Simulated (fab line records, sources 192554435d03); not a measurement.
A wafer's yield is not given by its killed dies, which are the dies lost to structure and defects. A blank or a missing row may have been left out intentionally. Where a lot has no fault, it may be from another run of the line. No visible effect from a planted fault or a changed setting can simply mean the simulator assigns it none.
A lot that was struck, set against a sound lot    flow n5-finfet    18 out of 1938 route steps
Sound: wafers L938.1, L938.2, L938.5. Wafers struck: L942.3, L942.4. Last of all comes the cause.
Order at every step that has rows: each side's tool, ch and its chambers, its first start. Under that, the readings that differ: sound wafers    struck wafers    difference of the means    sigmas: that difference in standard deviations of wafers without a fault.
alike: readings with means less than 2 such deviations apart, plus words and numbers identical on both sides. not compared: withheld readings, readings lacking a value on some wafer, bounds such as >300 that could conceal the same value, and numbers that have no deviation in the record and whose values overlap.
The two part at a step that has a row with sigmas, a row that says differs or no value, or rows on one side only. Non-overlapping numbers with no deviation appear without sigmas and do not part them. A reading missing from all wafers of one side parts the sides only when that side holds two or more wafers.

N5_BEOL_M10_ETCH_61: etches SiARC in CF4, target depth 39 nm, time 65 s.
  sound on rie-diel-02 ch 2,3, day 11 11:35; struck on rie-diel-03 ch 0,2, day 11 22:12
  alike: drypump-motor-current-A, etch-rf-on-time-s, oes-product-au, rf-vpp-V, showerhead-plenum-p-Torr, throttle-valve-pct
  not compared: rf-hours-counter-h
N5_BEOL_M10_ETCH_62: etches SOC in N2/H2, target depth 110 nm, overetch 22 nm, time 165 s.
  sound on rie-diel-02 ch 2,3, day 11 11:38; struck on rie-diel-03 ch 0,2, day 11 22:15
  alike: drypump-motor-current-A, oes-product-au, rf-vpp-V, showerhead-plenum-p-Torr, throttle-valve-pct
  not compared: rf-hours-counter-h
then, 1 step without rows for these wafers: N5_BEOL_M10_STRIP_68 (strips in N2/H2).
N5_BEOL_M10_STRIP_67: strips in CF4.
  sound on rie-diel-02 ch 2,3, day 11 11:47; struck on rie-diel-03 ch 0,2, day 11 22:24
  alike: drypump-motor-current-A, oes-product-au, power-w, rf-vpp-V, showerhead-plenum-p-Torr, throttle-valve-pct
  not compared: rf-hours-counter-h
N5_BEOL_M10_HM_OPEN_17: chemistry Cl2/BCl3, target TiN, target depth 20 nm, overetch 6 nm.
  sound on rie-metal-01 ch 0,1, day 11 11:50; struck on rie-metal-03 ch 0,1, day 11 22:28
reading                 sound              struck       difference  sigmas
throttle-valve-pct (%)  21.83 21.75 21.83  22.26 22.45  +0.55       +2
  alike: drypump-motor-current-A, oes-product-au
  not compared: rf-hours-counter-h
N5_BEOL_M10_STRIP_19: strips in O2.
  sound on rie-diel-03 ch 0,2, day 11 11:56; struck on rie-diel-06 ch 0,2, day 11 22:38
  alike: drypump-motor-current-A, oes-product-au, rf-vpp-V, showerhead-plenum-p-Torr, throttle-valve-pct
  not compared: rf-hours-counter-h
N5_BEOL_M10_CD_MEAS_18: pitch 140 nm, target cd 70 nm.
  sound: cd-sem-02 at day 11 12:01; struck: cd-sem-01 at day 11 22:43
  alike: cd-nm
then, 5 steps without rows for these wafers: N5_BEOL_M10_COAT_63 (time 60 s, resist thk 100 nm); N5_BEOL_M10_COAT_64 (time 60 s, resist thk 30 nm); N5_BEOL_M10_COAT_22 (resist thk 90 nm); N5_BEOL_M10_EBR_24; N5_BEOL_M10_SOFTBAKE_23 (time 60 s).
N5_BEOL_M10_EXPOSE_25: exposes mask V9.
  sound on arfi-scanner-01 ch 0, day 11 12:51; struck on arfi-scanner-03 ch 0, day 11 23:01
reading               sound              struck       difference  sigmas
exposure-dose-mJ-cm2  85.50 85.54 85.42  77.86 77.97  -7.57       -86
  alike: mask, focus-offset-nm
then, 2 steps without rows for these wafers: N5_BEOL_M10_PEB_26 (peb time 60 s); N5_BEOL_M10_DEVELOP_27 (develop time 30 s).
N5_BEOL_M10_CD_MEAS_28: target cd 70 nm.
  sound on cd-sem-01 ch 0, day 11 12:59; struck on cd-sem-02 ch 0, day 11 23:08
reading     sound           struck     difference  sigmas
cd-nm (nm)  70.3 71.7 71.9  62.7 63.6  -8.1        -9
N5_BEOL_M10_OVL_MEAS_29:
  sound on overlay-01 ch 0, day 11 13:01; struck on overlay-02 ch 0, day 11 23:10
  alike: V9_OVL
-- the record jumps here: 2 days lie between the struck wafers' starts before and after (it left off in module BEOL_M10 and takes up again in module PASSIVATION, whose first step shown is number 1936 of the route) --
N5_PASSIVATION_PROBE_49:
  sound: prober-02 at day 13 20:56; struck: prober-02 at day 14 07:16
reading                 sound     struck  difference  sigmas
killed_at_M4_up         8 11 10   29 30   +20         +3
sort_bin_4_leakage (%)  0 0 0.17  0 0     +0          -3
  alike: defect-limited-yield, killed_at_M0_to_M3, killed-at-contacts, killed-at-front-end, killed-at-other, killed-dies, killed-on-rim, killed-open, killed-short, sort_bin_5_function, sort_bin_6_memory, sort-n-pass, sort-yield-pct

## WHERE THEY PART
Earliest at N5_BEOL_M10_HM_OPEN_17; latest, in this record, at N5_PASSIVATION_PROBE_49.

WHY: what had been put in by the simulator
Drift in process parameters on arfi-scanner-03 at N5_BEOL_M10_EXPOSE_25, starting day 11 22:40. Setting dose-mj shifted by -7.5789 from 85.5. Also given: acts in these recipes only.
